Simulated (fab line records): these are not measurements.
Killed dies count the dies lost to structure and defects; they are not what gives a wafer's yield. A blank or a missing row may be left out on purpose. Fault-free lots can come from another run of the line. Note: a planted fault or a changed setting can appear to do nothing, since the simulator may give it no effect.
Problem report, 8D (eight disciplines) form, completed by code / flow n5Finfet / the parts of the form that need people (team, actions taken, sign-off) are left out

## 1. WHAT WENT WRONG
Wafers without a fault read 63 s, standard deviation 3.1; timeToEndpointS at N5_BEOL_M6_CMP_52 reads a mean of 118 s on 2 wafers belonging to 2 lots. Relative to the usual mean, that is a shift of +18 standard deviations.
The step: polishes, stops on SiCOH lowk, t overpolish 6.9 s, target thk 80 nm.
Seen first at day 13 17:51 on cmp-02, wafer L207.6. At this step, 35 wafers from 12 lots have a number in the record. Rule for "out" (also "out of limits"): further than 4 standard deviations from the usual mean. The other wafers with a number count as sound.

## 2. WHAT IT IS; WHAT IT IS NOT
question=which readings at this step | is=timeToEndpointS | is not=motorCurrentA
question=which lots | is=L207, L213 | is not=L196, L197, L198, L199, L201, L205, L206, L216, L217, L219
question=which wafers of those lots | is=L207.6, L213.5 | is not=L207.1, L207.3, L213.3, L213.4
question=read on which tools | is=cmp-02, cmp-04 | is not=cmp-01
question=when | is=from day 13 17:51 | is not=up to then (22 sound wafers); but 11 sound wafers of L213, L216, L217, L219 came after

## 3. THE SUSPECTS, EACH WITH WHAT RULES IT OUT
Counting: if a tool at a process step up to the reading ran every lot that is out, it stays a suspect. Sound lots after the first of them don't rule it out here, since some wafers of a struck lot are sound.
- ecdCu-02 at N5_BEOL_M6_ECD_50 (material Cu, target thk 300 nm): kept. It ran every lot that is out, first L207 (day 13 17:17); its last sound lot up to then is L206 (day 13 16:54).
The count leaves ecdCu-02 at N5_BEOL_M6_ECD_50.

## 4. THE CAUSE (what the simulator had put in)
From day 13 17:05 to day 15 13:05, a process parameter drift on ecdCu-02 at N5_BEOL_M6_ECD_50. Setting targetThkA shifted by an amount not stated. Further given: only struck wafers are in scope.
This tool alone remained once counting was done.

## 5. SEQUENCE OF EFFECTS, ordered by route
Each row: a reading whose mean over the struck wafers that have a number lies more than 3 standard deviations from the usual. Readings are gone through only where the record gives a usual standard deviation; hours: the median, over the lots, of the time from a lot's start at the first step in this table giving one to that lot's start at this step; sigmas: the change measured in usual standard deviations.
hours=0; step=N5_BEOL_M6_CMP_52; reading=timeToEndpointS; usual=63 s; on struck wafers=118; change=+55; sigmas=+18
Here are the process steps it includes:
- N5_BEOL_M6_CMP_52: polishes, stops on SiCOH lowk, t overpolish 6.9 s, target thk 80 nm.

## 6. WHAT WOULD HAVE CAUGHT IT SOONER
In this record the first reading out of limits was taken at day 13 17:51, 1 hour after the fault began at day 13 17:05.
L213, from the lots that are out (2), started N5_BEOL_M6_ECD_50 on ecdCu-02 later than day 13 17:51. A tool hold placed at that time would have kept it from harm.
